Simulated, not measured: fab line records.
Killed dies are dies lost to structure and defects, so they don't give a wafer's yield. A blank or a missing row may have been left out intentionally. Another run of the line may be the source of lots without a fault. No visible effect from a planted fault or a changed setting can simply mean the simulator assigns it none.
Check for tools in common / flow nand_harc / Lots sampled 12, wafers sampled 36

REASON FOR OPENING
On 2 of the 12 lots, a flag is raised at NHARC_P_M1_CD_MEAS_09 on the reading cd_nm. No-fault wafers: 130.0 nm, standard deviation 0.66.
Rule: flag the lot when none of its wafers has a number, or when each of its wafers that has one lies beyond 4 standard deviations from that mean. As for the other lots, they are considered sound.

lot=L105; measured=day 5 23:41; on=cd_sem-02; cd_nm (nm), wafer by wafer=130.4 129.6 129.4; flag=
lot=L106; measured=day 6 08:08; on=cd_sem-01; cd_nm (nm), wafer by wafer=129.4 129.3 129.2; flag=
lot=L107; measured=day 6 08:58; on=cd_sem-03; cd_nm (nm), wafer by wafer=129.7 129.3 129.6; flag=
lot=L108; measured=day 6 16:23; on=cd_sem-03; cd_nm (nm), wafer by wafer=129.4 129.4 129.8; flag=
lot=L109; measured=day 7 02:14; on=cd_sem-03; cd_nm (nm), wafer by wafer=129.9 129.9 130.2; flag=
lot=L110; measured=day 7 10:20; on=cd_sem-01; cd_nm (nm), wafer by wafer=130.3 129.6 129.6; flag=
lot=L111; measured=day 7 13:17; on=cd_sem-01; cd_nm (nm), wafer by wafer=129.2 129.8 129.7; flag=
lot=L116; measured=day 9 00:34; on=cd_sem-03; cd_nm (nm), wafer by wafer=129.9 130.5 129.7; flag=
lot=L118; measured=day 9 01:40; on=cd_sem-03; cd_nm (nm), wafer by wafer=70.9 71.1 70.3; flag=FLAGGED
lot=L117; measured=day 9 02:10; on=cd_sem-03; cd_nm (nm), wafer by wafer=71.5 70.4 71.3; flag=FLAGGED
lot=L124; measured=day 10 21:14; on=cd_sem-02; cd_nm (nm), wafer by wafer=130.0 129.4 130.4; flag=
lot=L125; measured=day 10 21:46; on=cd_sem-02; cd_nm (nm), wafer by wafer=130.0 130.8 129.7; flag=
The mean of the flagged lots' numbers is 70.9 nm, -59.1 nm from the usual (-90 standard deviations).

WHICH TOOL EACH LOT WENT THROUGH
2 process steps preceding the reading are held in the record, out of 1159 steps in the route. Read each cell as the tool, then ch plus the chambers that the sampled wafers visited, then the start.
lot=L105; flag=; NHARC_P_M0_DEGAS_28=pvd_sputter-01, day 5 19:23; NHARC_P_M1_PEB_07=litho_track-01 ch 0, day 5 23:36
lot=L106; flag=; NHARC_P_M0_DEGAS_28=pvd_sputter-01, day 6 05:14; NHARC_P_M1_PEB_07=litho_track-01 ch 0, day 6 08:03
lot=L107; flag=; NHARC_P_M0_DEGAS_28=pvd_sputter-02, day 6 05:40; NHARC_P_M1_PEB_07=litho_track-04 ch 0, day 6 08:53
lot=L108; flag=; NHARC_P_M0_DEGAS_28=pvd_sputter-01, day 6 13:17; NHARC_P_M1_PEB_07=litho_track-01 ch 0, day 6 16:19
lot=L109; flag=; NHARC_P_M0_DEGAS_28=pvd_sputter-03, day 6 23:25; NHARC_P_M1_PEB_07=litho_track-06 ch 0, day 7 02:09
lot=L110; flag=; NHARC_P_M0_DEGAS_28=pvd_sputter-02, day 7 07:22; NHARC_P_M1_PEB_07=litho_track-01 ch 0, day 7 10:15
lot=L111; flag=; NHARC_P_M0_DEGAS_28=pvd_sputter-01, day 7 10:28; NHARC_P_M1_PEB_07=litho_track-04 ch 0, day 7 13:12
lot=L116; flag=; NHARC_P_M0_DEGAS_28=pvd_sputter-02, day 8 21:37; NHARC_P_M1_PEB_07=litho_track-04 ch 0, day 9 00:29
lot=L118; flag=FLAGGED; NHARC_P_M0_DEGAS_28=pvd_sputter-02, day 8 22:43; NHARC_P_M1_PEB_07=litho_track-06 ch 0, day 9 01:35
lot=L117; flag=FLAGGED; NHARC_P_M0_DEGAS_28=pvd_sputter-03, day 8 23:10; NHARC_P_M1_PEB_07=litho_track-06 ch 0, day 9 02:05
lot=L124; flag=; NHARC_P_M0_DEGAS_28=pvd_sputter-01, day 10 18:19; NHARC_P_M1_PEB_07=litho_track-04 ch 0, day 10 21:09
lot=L125; flag=; NHARC_P_M0_DEGAS_28=pvd_sputter-01, day 10 18:51; NHARC_P_M1_PEB_07=litho_track-01 ch 0, day 10 21:41
These steps, and what they do:
- NHARC_P_M0_DEGAS_28: time 60 s.
- NHARC_P_M1_PEB_07: peb time 65 s.
- NHARC_P_M1_CD_MEAS_09: target cd 130 nm.

FLAGGED AGAINST TOTAL, ONE TOOL AT A TIME (gauges that did the reading follow at the end)
step=NHARC_P_M0_DEGAS_28; tool=pvd_sputter-01; lots run=6; flagged=0; share of the flagged lots=none; sound lots run after its first flagged lot=-
step=NHARC_P_M0_DEGAS_28; tool=pvd_sputter-02; lots run=4; flagged=1; share of the flagged lots=some; sound lots run after its first flagged lot=0
step=NHARC_P_M0_DEGAS_28; tool=pvd_sputter-03; lots run=2; flagged=1; share of the flagged lots=some; sound lots run after its first flagged lot=0
step=NHARC_P_M1_PEB_07; tool=litho_track-01; lots run=5; flagged=0; share of the flagged lots=none; sound lots run after its first flagged lot=-
step=NHARC_P_M1_PEB_07; tool=litho_track-04; lots run=4; flagged=0; share of the flagged lots=none; sound lots run after its first flagged lot=-
step=NHARC_P_M1_PEB_07; tool=litho_track-06; lots run=3; flagged=2; share of the flagged lots=all; sound lots run after its first flagged lot=0
step=NHARC_P_M1_CD_MEAS_09; tool=cd_sem-01; lots run=3; flagged=0; share of the flagged lots=none; sound lots run after its first flagged lot=-
step=NHARC_P_M1_CD_MEAS_09; tool=cd_sem-02; lots run=3; flagged=0; share of the flagged lots=none; sound lots run after its first flagged lot=-
step=NHARC_P_M1_CD_MEAS_09; tool=cd_sem-03; lots run=6; flagged=2; share of the flagged lots=all; sound lots run after its first flagged lot=0

WHAT THE TABLE PERMITS
2 rows of the table ran every flagged lot: litho_track-06 at NHARC_P_M1_PEB_07, cd_sem-03 at NHARC_P_M1_CD_MEAS_09.
- litho_track-06 at NHARC_P_M1_PEB_07: 2 of its 3 lots flagged. It ran its last sound lot, L109, at day 7 02:09 and its first flagged lot, L118, at day 9 01:35: a fault with its onset between the two fits. Its own readings (heater_power_total_W, plate_temp_C) fall more than 4 standard deviations out on all wafers of the flagged lots.
- cd_sem-03 at NHARC_P_M1_CD_MEAS_09: 2 of its 6 lots flagged. It ran its last sound lot, L116, at day 9 00:34 and its first flagged lot, L118, at day 9 01:40: a fault with its onset between the two fits.
These 2 tools cannot be told apart by counting lots, since each of them fits a fault that started at some hour. More lots, or a look at what each step does to the wafer, might.

WHAT THE SIMULATOR HAD INSERTED
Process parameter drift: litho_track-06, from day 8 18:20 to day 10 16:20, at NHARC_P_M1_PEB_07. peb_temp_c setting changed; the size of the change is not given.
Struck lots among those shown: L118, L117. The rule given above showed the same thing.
